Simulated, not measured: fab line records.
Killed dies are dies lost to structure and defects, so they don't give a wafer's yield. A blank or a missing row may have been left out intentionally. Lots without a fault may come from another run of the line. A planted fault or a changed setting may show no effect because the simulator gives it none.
Which tool is to blame? / flow n5_finfet / 24 wafers from 9 lots sampled at 7 of the route's 1938 steps

== WHAT EACH GAUGE READ, for each wafer ==
N5_BEOL_M0_SAQP_INSPECT_42: inspects for defects (brightfield). Usual: raw_defect_count reads 279 (standard deviation 77).
lot=L345; measured=day 5 22:43; on=defect_inspect-02; raw_defect_count=340 323 346; flag=
lot=L346; measured=day 6 04:37; on=defect_inspect-02; raw_defect_count=284 291 249; flag=
lot=L350; measured=day 9 08:01; on=defect_inspect-01; raw_defect_count=238 164; flag=
lot=L358; measured=day 9 12:55; on=defect_inspect-02; raw_defect_count=184 308 539; flag=
lot=L360; measured=day 9 19:44; on=defect_inspect-02; raw_defect_count=436 391; flag=
lot=L361; measured=day 10 02:52; on=defect_inspect-01; raw_defect_count=215 196 325; flag=
lot=L364; measured=day 10 16:03; on=defect_inspect-02; raw_defect_count=338 314; flag=
lot=L366; measured=day 11 05:20; on=defect_inspect-02; raw_defect_count=359 327 260; flag=
lot=L367; measured=day 11 09:59; on=defect_inspect-02; raw_defect_count=204 311 224; flag=

N5_BEOL_M0_CUTY_INSPECT_59: inspects for defects (macro). Usual: raw_defect_count reads 2.2 (standard deviation 1.7).
lot=L345; measured=day 6 00:05; on=defect_inspect-02; raw_defect_count=4 0 2; flag=
lot=L346; measured=day 6 06:34; on=defect_inspect-02; raw_defect_count=2 0 3; flag=
lot=L350; measured=day 9 09:32; on=defect_inspect-01; raw_defect_count=2 4; flag=
lot=L358; measured=day 9 14:49; on=defect_inspect-01; raw_defect_count=1 1 271; flag=OFF
lot=L360; measured=day 9 21:16; on=defect_inspect-01; raw_defect_count=0 2; flag=
lot=L361; measured=day 10 04:17; on=defect_inspect-01; raw_defect_count=5 0 1; flag=
lot=L364; measured=day 10 19:01; on=defect_inspect-02; raw_defect_count=0 2; flag=
lot=L366; measured=day 11 07:22; on=defect_inspect-01; raw_defect_count=1 0 4; flag=
lot=L367; measured=day 11 12:06; on=defect_inspect-02; raw_defect_count=1 2 4; flag=

N5_BEOL_M4_RC_MEAS_101. Usual: DIBL_N 36.2 mV/V, standard deviation 2.4; DIBL_P 36.2 mV/V, standard deviation 2.6; IOFF_N 0.16 nA/um, standard deviation 0.045; IOFF_P 0.21 nA/um, standard deviation 0.046; ION_N 674 uA/um, standard deviation 17; ION_P 463 uA/um, standard deviation 11; SS_N 71.5 mV/dec, standard deviation 0.77; SS_P 73.1 mV/dec, standard deviation 0.76; VT_N 250 mV, standard deviation 3.9; VT_P -250 mV, standard deviation 3.9.
lot=L345; measured=day 7 18:56; on=prober-02; DIBL_N (mV/V)=32.4 30.5 37.0; DIBL_P (mV/V)=31.4 28.2 37.0; IOFF_N (nA/um)=0.10 0.07 0.18; IOFF_P (nA/um)=0.13 0.10 0.20; ION_N (uA/um)=667 649 678; ION_P (uA/um)=456 448 463; SS_N (mV/dec)=69.5 69.5 71.2; SS_P (mV/dec)=71.9 70.9 73.7; VT_N (mV)=254 261 249; VT_P (mV)=-258 -261 -252; flag=
lot=L346; measured=day 7 21:52; on=prober-01; DIBL_N (mV/V)=34.6 32.8 31.4; DIBL_P (mV/V)=37.3 36.1 34.6; IOFF_N (nA/um)=0.13 0.12 0.10; IOFF_P (nA/um)=0.16 0.15 0.14; ION_N (uA/um)=646 677 658; ION_P (uA/um)=439 470 457; SS_N (mV/dec)=71.7 71.7 70.6; SS_P (mV/dec)=73.4 72.2 72.7; VT_N (mV)=258 253 255; VT_P (mV)=-258 -257 -258; flag=
lot=L350; measured=day 10 22:53; on=prober-02; DIBL_N (mV/V)=36.6 36.7; DIBL_P (mV/V)=37.4 37.1; IOFF_N (nA/um)=0.16 0.17; IOFF_P (nA/um)=0.21 0.20; ION_N (uA/um)=689 683; ION_P (uA/um)=469 461; SS_N (mV/dec)=71.8 71.7; SS_P (mV/dec)=73.1 73.0; VT_N (mV)=249 249; VT_P (mV)=-250 -253; flag=
lot=L358; measured=day 11 14:35; on=prober-01; DIBL_N (mV/V)=39.9 36.7 36.6; DIBL_P (mV/V)=39.5 35.6 35.2; IOFF_N (nA/um)=0.23 0.16 0.16; IOFF_P (nA/um)=0.33 0.24 0.24; ION_N (uA/um)=676 674 696; ION_P (uA/um)=469 469 476; SS_N (mV/dec)=73.1 71.7 71.7; SS_P (mV/dec)=74.4 73.7 73.8; VT_N (mV)=246 250 250; VT_P (mV)=-244 -247 -246; flag=
lot=L360; measured=day 11 19:11; on=prober-02; DIBL_N (mV/V)=34.9 38.4; DIBL_P (mV/V)=33.0 36.2; IOFF_N (nA/um)=0.13 0.19; IOFF_P (nA/um)=0.20 0.26; ION_N (uA/um)=682 638; ION_P (uA/um)=473 453; SS_N (mV/dec)=71.2 72.1; SS_P (mV/dec)=72.7 73.6; VT_N (mV)=251 248; VT_P (mV)=-248 -246; flag=
lot=L361; measured=day 12 12:38; on=prober-02; DIBL_N (mV/V)=37.7 38.0 38.6; DIBL_P (mV/V)=38.1 37.1 38.9; IOFF_N (nA/um)=0.20 0.19 0.20; IOFF_P (nA/um)=0.25 0.23 0.26; ION_N (uA/um)=704 680 692; ION_P (uA/um)=477 468 468; SS_N (mV/dec)=71.0 71.1 72.1; SS_P (mV/dec)=74.4 73.9 73.7; VT_N (mV)=247 249 247; VT_P (mV)=-249 -250 -247; flag=
lot=L364; measured=day 13 06:20; on=prober-02; DIBL_N (mV/V)=37.1 35.6; DIBL_P (mV/V)=36.7 35.6; IOFF_N (nA/um)=0.18 0.15; IOFF_P (nA/um)=0.21 0.20; ION_N (uA/um)=680 657; ION_P (uA/um)=467 448; SS_N (mV/dec)=72.7 71.6; SS_P (mV/dec)=73.1 73.5; VT_N (mV)=248 252; VT_P (mV)=-250 -252; flag=
lot=L366; measured=day 13 21:27; on=prober-02; DIBL_N (mV/V)=35.4 33.3 34.5; DIBL_P (mV/V)=35.4 32.2 34.5; IOFF_N (nA/um)=0.14 0.10 0.13; IOFF_P (nA/um)=0.22 0.17 0.21; ION_N (uA/um)=663 647 674; ION_P (uA/um)=456 452 474; SS_N (mV/dec)=70.9 70.8 71.5; SS_P (mV/dec)=73.0 72.6 72.9; VT_N (mV)=250 258 255; VT_P (mV)=-248 -251 -250; flag=
lot=L367; measured=day 14 07:34; on=prober-01; DIBL_N (mV/V)=33.8 38.3 32.8; DIBL_P (mV/V)=34.0 38.9 33.3; IOFF_N (nA/um)=0.13 0.21 0.12; IOFF_P (nA/um)=0.21 0.28 0.19; ION_N (uA/um)=661 687 688; ION_P (uA/um)=458 475 477; SS_N (mV/dec)=71.6 71.9 72.0; SS_P (mV/dec)=72.5 73.3 71.6; VT_N (mV)=253 247 253; VT_P (mV)=-248 -245 -250; flag=

== WHAT TOOL EACH LOT RAN ON (gives the tool, then ch and the chambers of the sampled wafers, and finally the start) ==
lot=L345; N5_BEOL_M0_SAQP_PECVD_97=pecvd-02 ch 1,2, day 5 18:02; N5_BEOL_M0_SAQP_SPACER2_ALD_26=ald_sin-01 ch 1,2,3, day 5 21:34; N5_BEOL_M0_SAQP_SPACER2_ETCHBACK_27=rie_diel-01 ch 0,3, day 5 22:07; N5_BEOL_M0_SAQP_ALD_48=ald_sin-02 ch 0,1,3, day 5 23:05
lot=L346; N5_BEOL_M0_SAQP_PECVD_97=pecvd-03 ch 1,2, day 5 23:54; N5_BEOL_M0_SAQP_SPACER2_ALD_26=ald_sin-02 ch 1,2,3, day 6 03:28; N5_BEOL_M0_SAQP_SPACER2_ETCHBACK_27=rie_diel-06 ch 1,2,3, day 6 04:01; N5_BEOL_M0_SAQP_ALD_48=ald_sin-02 ch 0,1,3, day 6 05:25
lot=L350; N5_BEOL_M0_SAQP_PECVD_97=pecvd-02 ch 0,2, day 9 02:14; N5_BEOL_M0_SAQP_SPACER2_ALD_26=ald_sin-04 ch 0,2, day 9 06:50; N5_BEOL_M0_SAQP_SPACER2_ETCHBACK_27=rie_diel-02 ch 0, day 9 07:25; N5_BEOL_M0_SAQP_ALD_48=ald_sin-02 ch 0,1, day 9 08:26
lot=L358; N5_BEOL_M0_SAQP_PECVD_97=pecvd-02 ch 0,1,2, day 9 03:19; N5_BEOL_M0_SAQP_SPACER2_ALD_26=ald_sin-01 ch 0,1,3, day 9 11:39; N5_BEOL_M0_SAQP_SPACER2_ETCHBACK_27=rie_diel-06 ch 1,2, day 9 12:12; N5_BEOL_M0_SAQP_ALD_48=ald_sin-01 ch 2,3, day 9 13:43
lot=L360; N5_BEOL_M0_SAQP_PECVD_97=pecvd-04 ch 0,1, day 9 14:40; N5_BEOL_M0_SAQP_SPACER2_ALD_26=ald_sin-01 ch 0,2, day 9 18:28; N5_BEOL_M0_SAQP_SPACER2_ETCHBACK_27=rie_diel-02 ch 0,3, day 9 19:01; N5_BEOL_M0_SAQP_ALD_48=ald_sin-01 ch 0,3, day 9 20:12
lot=L361; N5_BEOL_M0_SAQP_PECVD_97=pecvd-03 ch 1,2, day 9 21:51; N5_BEOL_M0_SAQP_SPACER2_ALD_26=ald_sin-02 ch 0,2,3, day 10 01:35; N5_BEOL_M0_SAQP_SPACER2_ETCHBACK_27=rie_diel-02 ch 0,2,3, day 10 02:08; N5_BEOL_M0_SAQP_ALD_48=ald_sin-04 ch 0,2,3, day 10 03:13
lot=L364; N5_BEOL_M0_SAQP_PECVD_97=pecvd-04 ch 0,2, day 10 10:58; N5_BEOL_M0_SAQP_SPACER2_ALD_26=ald_sin-04 ch 0,3, day 10 14:47; N5_BEOL_M0_SAQP_SPACER2_ETCHBACK_27=rie_diel-06 ch 1,3, day 10 15:25; N5_BEOL_M0_SAQP_ALD_48=ald_sin-02 ch 2,3, day 10 17:56
lot=L366; N5_BEOL_M0_SAQP_PECVD_97=pecvd-04 ch 0,1,2, day 11 00:17; N5_BEOL_M0_SAQP_SPACER2_ALD_26=ald_sin-02 ch 0,1,2, day 11 04:01; N5_BEOL_M0_SAQP_SPACER2_ETCHBACK_27=rie_diel-01 ch 2,3, day 11 04:37; N5_BEOL_M0_SAQP_ALD_48=ald_sin-04 ch 0,3, day 11 06:11
lot=L367; N5_BEOL_M0_SAQP_PECVD_97=pecvd-03 ch 0,2, day 11 04:19; N5_BEOL_M0_SAQP_SPACER2_ALD_26=ald_sin-02 ch 0,1,2, day 11 08:33; N5_BEOL_M0_SAQP_SPACER2_ETCHBACK_27=rie_diel-06 ch 0,1,2, day 11 09:23; N5_BEOL_M0_SAQP_ALD_48=ald_sin-01 ch 0,1,3, day 11 11:00
- N5_BEOL_M0_SAQP_PECVD_97: deposits SiNx from SiH4/NH3/N2, target thk 23 nm, time 19.9 s.
- N5_BEOL_M0_SAQP_SPACER2_ALD_26: deposits SiO2, target thk 15 nm, pulse time 1 s, purge time 2 s.
- N5_BEOL_M0_SAQP_SPACER2_ETCHBACK_27: etches SiO2 in CHF3/O2, target depth 22.5 nm, time 11.25 s.
- N5_BEOL_M0_SAQP_ALD_48: deposits SiO2, target thk 20 nm, pulse time 1 s, co reactant pulse time 1 s.

== WHAT THE TOOLS THEMSELVES READ (means of the sampled wafers that have a number; where no wafer has one, the mark that the record gives instead) ==
N5_BEOL_M0_SAQP_PECVD_97. Usual: chamber_pressure_Torr 1.500 Torr, standard deviation 0.0037; heater_power_w 559 W, standard deviation 61; showerhead_plenum_p_Torr 5.14 Torr, standard deviation 0.076; throttle_valve_pct 39.2 %, standard deviation 2.1.
lot=L345; tool=pecvd-02; chamber_pressure_Torr (Torr)=1.498; heater_power_w (W)=574; showerhead_plenum_p_Torr (Torr)=5.18; throttle_valve_pct (%)=39.4; flag=
lot=L346; tool=pecvd-03; chamber_pressure_Torr (Torr)=1.501; heater_power_w (W)=534; showerhead_plenum_p_Torr (Torr)=5.07; throttle_valve_pct (%)=38.3; flag=
lot=L350; tool=pecvd-02; chamber_pressure_Torr (Torr)=1.499; heater_power_w (W)=688; showerhead_plenum_p_Torr (Torr)=5.17; throttle_valve_pct (%)=39.0; flag=
lot=L358; tool=pecvd-02; chamber_pressure_Torr (Torr)=1.497; heater_power_w (W)=608; showerhead_plenum_p_Torr (Torr)=5.18; throttle_valve_pct (%)=39.5; flag=
lot=L360; tool=pecvd-04; chamber_pressure_Torr (Torr)=1.502; heater_power_w (W)=520; showerhead_plenum_p_Torr (Torr)=5.19; throttle_valve_pct (%)=40.5; flag=
lot=L361; tool=pecvd-03; chamber_pressure_Torr (Torr)=1.503; heater_power_w (W)=535; showerhead_plenum_p_Torr (Torr)=5.13; throttle_valve_pct (%)=37.5; flag=
lot=L364; tool=pecvd-04; chamber_pressure_Torr (Torr)=1.500; heater_power_w (W)=491; showerhead_plenum_p_Torr (Torr)=5.17; throttle_valve_pct (%)=38.2; flag=
lot=L366; tool=pecvd-04; chamber_pressure_Torr (Torr)=1.502; heater_power_w (W)=503; showerhead_plenum_p_Torr (Torr)=5.19; throttle_valve_pct (%)=40.1; flag=
lot=L367; tool=pecvd-03; chamber_pressure_Torr (Torr)=1.500; heater_power_w (W)=533; showerhead_plenum_p_Torr (Torr)=5.07; throttle_valve_pct (%)=38.8; flag=

N5_BEOL_M0_SAQP_SPACER2_ALD_26. Usual: chamber_pressure_Torr 2.000 Torr, standard deviation 0.0045; heater_power_w 473 W, standard deviation 37; precursor_pulse_height_rel 1.000, standard deviation 0.02.
lot=L345; tool=ald_sin-01; chamber_pressure_Torr (Torr)=1.998; heater_power_w (W)=453; precursor_pulse_height_rel=0.985; flag=
lot=L346; tool=ald_sin-02; chamber_pressure_Torr (Torr)=2.003; heater_power_w (W)=472; precursor_pulse_height_rel=1.006; flag=
lot=L350; tool=ald_sin-04; chamber_pressure_Torr (Torr)=2.003; heater_power_w (W)=470; precursor_pulse_height_rel=0.988; flag=
lot=L358; tool=ald_sin-01; chamber_pressure_Torr (Torr)=2.000; heater_power_w (W)=490; precursor_pulse_height_rel=1.011; flag=
lot=L360; tool=ald_sin-01; chamber_pressure_Torr (Torr)=1.994; heater_power_w (W)=479; precursor_pulse_height_rel=0.998; flag=
lot=L361; tool=ald_sin-02; chamber_pressure_Torr (Torr)=2.002; heater_power_w (W)=450; precursor_pulse_height_rel=0.972; flag=
lot=L364; tool=ald_sin-04; chamber_pressure_Torr (Torr)=1.998; heater_power_w (W)=506; precursor_pulse_height_rel=1.014; flag=
lot=L366; tool=ald_sin-02; chamber_pressure_Torr (Torr)=2.000; heater_power_w (W)=453; precursor_pulse_height_rel=1.002; flag=
lot=L367; tool=ald_sin-02; chamber_pressure_Torr (Torr)=1.997; heater_power_w (W)=457; precursor_pulse_height_rel=0.973; flag=

N5_BEOL_M0_SAQP_SPACER2_ETCHBACK_27. Usual: drypump_motor_current_A 5.7 A, standard deviation 0.44; oes_product_au 0.78 a.u., standard deviation 0.087; rf_vpp_V 524 V, standard deviation 13; showerhead_plenum_p_Torr 2.44 Torr, standard deviation 0.1; throttle_valve_pct 18.96 %, standard deviation 0.25.
lot=L345; tool=rie_diel-01; drypump_motor_current_A (A)=6.2; oes_product_au (a.u.)=0.69; rf_vpp_V (V)=520; showerhead_plenum_p_Torr (Torr)=2.43; throttle_valve_pct (%)=18.90; flag=
lot=L346; tool=rie_diel-06; drypump_motor_current_A (A)=5.5; oes_product_au (a.u.)=0.75; rf_vpp_V (V)=520; showerhead_plenum_p_Torr (Torr)=2.46; throttle_valve_pct (%)=18.89; flag=
lot=L350; tool=rie_diel-02; drypump_motor_current_A (A)=5.7; oes_product_au (a.u.)=0.73; rf_vpp_V (V)=544; showerhead_plenum_p_Torr (Torr)=2.48; throttle_valve_pct (%)=19.14; flag=
lot=L358; tool=rie_diel-06; drypump_motor_current_A (A)=5.5; oes_product_au (a.u.)=0.78; rf_vpp_V (V)=532; showerhead_plenum_p_Torr (Torr)=2.50; throttle_valve_pct (%)=18.91; flag=
lot=L360; tool=rie_diel-02; drypump_motor_current_A (A)=6.0; oes_product_au (a.u.)=0.74; rf_vpp_V (V)=536; showerhead_plenum_p_Torr (Torr)=2.34; throttle_valve_pct (%)=19.06; flag=
lot=L361; tool=rie_diel-02; drypump_motor_current_A (A)=5.9; oes_product_au (a.u.)=0.79; rf_vpp_V (V)=531; showerhead_plenum_p_Torr (Torr)=2.41; throttle_valve_pct (%)=19.02; flag=
lot=L364; tool=rie_diel-06; drypump_motor_current_A (A)=5.2; oes_product_au (a.u.)=0.86; rf_vpp_V (V)=520; showerhead_plenum_p_Torr (Torr)=2.45; throttle_valve_pct (%)=18.97; flag=
lot=L366; tool=rie_diel-01; drypump_motor_current_A (A)=5.8; oes_product_au (a.u.)=0.76; rf_vpp_V (V)=519; showerhead_plenum_p_Torr (Torr)=2.47; throttle_valve_pct (%)=18.90; flag=
lot=L367; tool=rie_diel-06; drypump_motor_current_A (A)=5.6; oes_product_au (a.u.)=0.79; rf_vpp_V (V)=537; showerhead_plenum_p_Torr (Torr)=2.44; throttle_valve_pct (%)=18.83; flag=

N5_BEOL_M0_SAQP_ALD_48. Usual: chamber_pressure_Torr 2.000 Torr, standard deviation 0.0045; heater_power_w 77 W, standard deviation 6; precursor_pulse_height_rel 1.000, standard deviation 0.021.
lot=L345; tool=ald_sin-02; chamber_pressure_Torr (Torr)=1.996; heater_power_w (W)=73; precursor_pulse_height_rel=1.009; flag=
lot=L346; tool=ald_sin-02; chamber_pressure_Torr (Torr)=1.999; heater_power_w (W)=74; precursor_pulse_height_rel=0.992; flag=
lot=L350; tool=ald_sin-02; chamber_pressure_Torr (Torr)=2.002; heater_power_w (W)=72; precursor_pulse_height_rel=0.980; flag=
lot=L358; tool=ald_sin-01; chamber_pressure_Torr (Torr)=2.003; heater_power_w (W)=77; precursor_pulse_height_rel=0.996; flag=
lot=L360; tool=ald_sin-01; chamber_pressure_Torr (Torr)=2.002; heater_power_w (W)=82; precursor_pulse_height_rel=0.988; flag=
lot=L361; tool=ald_sin-04; chamber_pressure_Torr (Torr)=1.996; heater_power_w (W)=81; precursor_pulse_height_rel=0.986; flag=
lot=L364; tool=ald_sin-02; chamber_pressure_Torr (Torr)=1.998; heater_power_w (W)=76; precursor_pulse_height_rel=0.977; flag=
lot=L366; tool=ald_sin-04; chamber_pressure_Torr (Torr)=1.999; heater_power_w (W)=85; precursor_pulse_height_rel=1.014; flag=
lot=L367; tool=ald_sin-01; chamber_pressure_Torr (Torr)=1.999; heater_power_w (W)=81; precursor_pulse_height_rel=1.021; flag=

== THE ANSWER, worked out from the rows above alone ==
Rule: a lot counts as off when the mean over its wafers that have a number is more than 3 standard deviations away from the usual mean. Also off: a lot with no number at a reading for which 4 or more lots have one. Any other lot the step has rows for is counted as sound. The gauges are gone through in route order, then the tools' own readings, and for those a lot's mean is taken as printed above. At the first step where some lot is off, the reading lying furthest off is the one used; lots without a number count as furthest.
Off, at N5_BEOL_M0_CUTY_INSPECT_59 on raw_defect_count: L358.
If a tool, at a process step before that reading, ran all the lots that are off and no sound lot after the first of them, it fits. The gauges at N5_BEOL_M0_CUTY_INSPECT_59 are tried like those tools. One fits: N5_BEOL_M0_SAQP_PECVD_97 on pecvd-02. Its last sound lot is L350 (day 9 02:14), its first lot that is off L358 (day 9 03:19): a fault that began between those two fits.

== WHAT THE SIMULATOR HAD PUT IN ==
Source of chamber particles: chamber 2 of pecvd-02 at N5_BEOL_M0_SAQP_PECVD_97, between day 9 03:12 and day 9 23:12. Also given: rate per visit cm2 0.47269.
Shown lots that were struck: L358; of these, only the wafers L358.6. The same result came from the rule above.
